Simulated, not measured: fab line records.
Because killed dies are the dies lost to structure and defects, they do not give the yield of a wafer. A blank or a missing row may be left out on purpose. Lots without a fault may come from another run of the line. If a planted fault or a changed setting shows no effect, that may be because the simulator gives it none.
Which of the tools did it? ; flow nand-harc ; 11 lots with 33 wafers sampled at 6 steps, on a route of 1159 steps

WHAT THE GAUGES READ, wafer by wafer
NHARC_P_GATE_INSPECT_68.
lot;measured;on;raw-defect-count
L623;day 5 09:59;defect-inspect-02;232 195 246
L624;day 5 20:38;defect-inspect-02;234 140 126
L625;day 6 08:23;defect-inspect-01;215 127 438
L626;day 6 20:22;defect-inspect-01;135 154 203
L627;day 6 20:29;defect-inspect-02;120 121 170
L635;day 9 09:14;defect-inspect-01;1322 1376 1427
L636;day 9 15:02;defect-inspect-01;1379 1626 1524
L640;day 9 22:55;defect-inspect-02;324 302 306
L639;day 10 07:32;defect-inspect-01;224 481 277
L642;day 10 12:28;defect-inspect-01;235 227 176
L644;day 10 17:47;defect-inspect-01;278 205 241

NHARC_END_SORT_01.
lot;measured;on;killed-at-array;killed-at-other;killed-at-periphery;killed-dies;killed-open;killed-short
L635;day 26 01:56;prober-01;10 10 16;0 1 0;102 87 95;112 98 111;3 3 9;1 3 2
L636;day 24 19:40;prober-01;36 29 38;0 0 0;78 107 74;114 136 112;5 1 1;3 2 0

EACH LOT AND THE TOOL THAT RAN IT (in order: tool; ch and the chambers of the sampled wafers; start)
lot;NHARC_P_GATE_STRIP_75;NHARC_P_GATE_STRIP_113;NHARC_P_GATE_RTA_64;NHARC_P_GATE_SPUTTER_79
L623;plasma-asher-02 ch 0,1, day 5 04:03;plasma-asher-02 ch 0,1, day 5 07:40;rtp-anneal-02 ch 0, day 5 08:46;pvd-sputter-01, day 5 09:11
L624;plasma-asher-01 ch 0,1, day 5 14:37;plasma-asher-02 ch 0,1, day 5 17:54;rtp-anneal-02 ch 0, day 5 19:12;pvd-sputter-03, day 5 19:42
L625;plasma-asher-02 ch 0,1, day 6 02:25;plasma-asher-01 ch 0,1, day 6 05:31;rtp-anneal-01 ch 0, day 6 07:06;pvd-sputter-03, day 6 07:36
L626;plasma-asher-02 ch 0,1, day 6 14:11;plasma-asher-01 ch 0,1, day 6 17:29;rtp-anneal-02 ch 0, day 6 18:47;pvd-sputter-01, day 6 19:16
L627;plasma-asher-01 ch 0,1, day 6 14:34;plasma-asher-02 ch 0,1, day 6 17:53;rtp-anneal-01 ch 0, day 6 19:10;pvd-sputter-01, day 6 19:38
L635;plasma-asher-01 ch 0,1, day 9 03:00;plasma-asher-02 ch 0,1, day 9 06:41;rtp-anneal-02 ch 0, day 9 07:58;pvd-sputter-01, day 9 08:28
L636;plasma-asher-02 ch 0,1, day 9 09:23;plasma-asher-02 ch 0,1, day 9 12:27;rtp-anneal-02 ch 0, day 9 13:48;pvd-sputter-01, day 9 14:15
L640;plasma-asher-01 ch 0,1, day 9 17:02;plasma-asher-02 ch 0,1, day 9 20:21;rtp-anneal-01 ch 0, day 9 21:39;pvd-sputter-03, day 9 22:08
L639;plasma-asher-02 ch 0,1, day 10 01:46;plasma-asher-01 ch 0,1, day 10 04:50;rtp-anneal-01 ch 0, day 10 06:06;pvd-sputter-03, day 10 06:34
L642;plasma-asher-02 ch 0,1, day 10 06:46;plasma-asher-02 ch 0,1, day 10 10:09;rtp-anneal-01 ch 0, day 10 11:15;pvd-sputter-02, day 10 11:41
L644;plasma-asher-01 ch 0,1, day 10 12:06;plasma-asher-01 ch 1, day 10 15:12;rtp-anneal-01 ch 0, day 10 16:28;pvd-sputter-02, day 10 16:58
- NHARC_P_GATE_STRIP_75: strips in O2.
- NHARC_P_GATE_STRIP_113: strips in N2/H2, time 740 s.
- NHARC_P_GATE_RTA_64: time 1 s.
- NHARC_P_GATE_SPUTTER_79: material TiN, target thk 10 nm.

AS READ BY THE TOOLS THEMSELVES (means over the sampled wafers that have a number; for cases with no such wafer, the mark the record gives instead)
NHARC_P_GATE_STRIP_75.
lot;tool;drypump-motor-current-A (A);heater-power-w (W)
L623;plasma-asher-02;5.9;284
L624;plasma-asher-01;5.6;368
L625;plasma-asher-02;6.2;275
L626;plasma-asher-02;5.9;281
L627;plasma-asher-01;5.8;397
L635;plasma-asher-01;5.8;390
L636;plasma-asher-02;6.3;290
L640;plasma-asher-01;5.8;391
L639;plasma-asher-02;5.9;289
L642;plasma-asher-02;6.3;283
L644;plasma-asher-01;5.6;374

NHARC_P_GATE_STRIP_113.
lot;tool;drypump-motor-current-A (A);heater-power-w (W)
L623;plasma-asher-02;6.3;74
L624;plasma-asher-02;5.9;74
L625;plasma-asher-01;5.8;105
L626;plasma-asher-01;5.8;106
L627;plasma-asher-02;6.3;75
L635;plasma-asher-02;6.0;78
L636;plasma-asher-02;5.9;79
L640;plasma-asher-02;6.3;76
L639;plasma-asher-01;5.8;104
L642;plasma-asher-02;6.0;79
L644;plasma-asher-01;6.0;110

NHARC_P_GATE_RTA_64.
lot;tool;anneal-temp-c-max;lamp-power-pct (%);lamp_zone_3_pct (%);wafer_temp_C_max
L623;rtp-anneal-02;1056.7;32.3;32.3;1055.8
L624;rtp-anneal-02;1057.6;32.3;32.3;1055.7
L625;rtp-anneal-01;1053.5;34.0;34.0;1054.3
L626;rtp-anneal-02;1056.5;32.3;32.3;1054.4
L627;rtp-anneal-01;1053.9;34.0;34.0;1055.5
L635;rtp-anneal-02;1056.5;32.3;32.3;1056.8
L636;rtp-anneal-02;1056.6;32.3;32.3;1055.6
L640;rtp-anneal-01;1053.2;34.0;34.0;1055.4
L639;rtp-anneal-01;1053.3;34.0;34.0;1055.8
L642;rtp-anneal-01;1053.4;34.0;34.0;1055.7
L644;rtp-anneal-01;1053.4;34.0;34.0;1054.6

THE ANSWER, worked out from the rows above alone
Rule: usual is defined by the lots themselves. Put in order of their means at a reading, lots are off if they are a third of the lots or fewer, leave a main group of 4 or more, and stand apart from it by a gap of 3 or more times the standard deviation of the main group's means; of several such gaps the widest counts. A main group whose means are all the same, to the digits that the tables above print for the reading, isn't used. Also off: a lot with no number at a reading for which 4 or more lots have one. All remaining lots with rows at the step are treated as sound. After the gauges, taken in route order, come the tools' own readings; for these a lot's mean is taken, as printed above. At the first step where some lot is off, the reading lying furthest off is the one used; lots without a number count as furthest.
Off: L635, L636, at NHARC_P_GATE_INSPECT_68 (raw-defect-count). The main group: mean 227, standard deviation 62.
If a tool, at a process step before that reading, ran all the lots that are off and no sound lot after the first of them, it fits. The gauges at NHARC_P_GATE_INSPECT_68 are tried like those tools. 2 tools fit, rtp-anneal-02 at NHARC_P_GATE_RTA_64 and pvd-sputter-01 at NHARC_P_GATE_SPUTTER_79, so this cannot tell which one it is.

WHAT THE SIMULATOR HAD PUT IN
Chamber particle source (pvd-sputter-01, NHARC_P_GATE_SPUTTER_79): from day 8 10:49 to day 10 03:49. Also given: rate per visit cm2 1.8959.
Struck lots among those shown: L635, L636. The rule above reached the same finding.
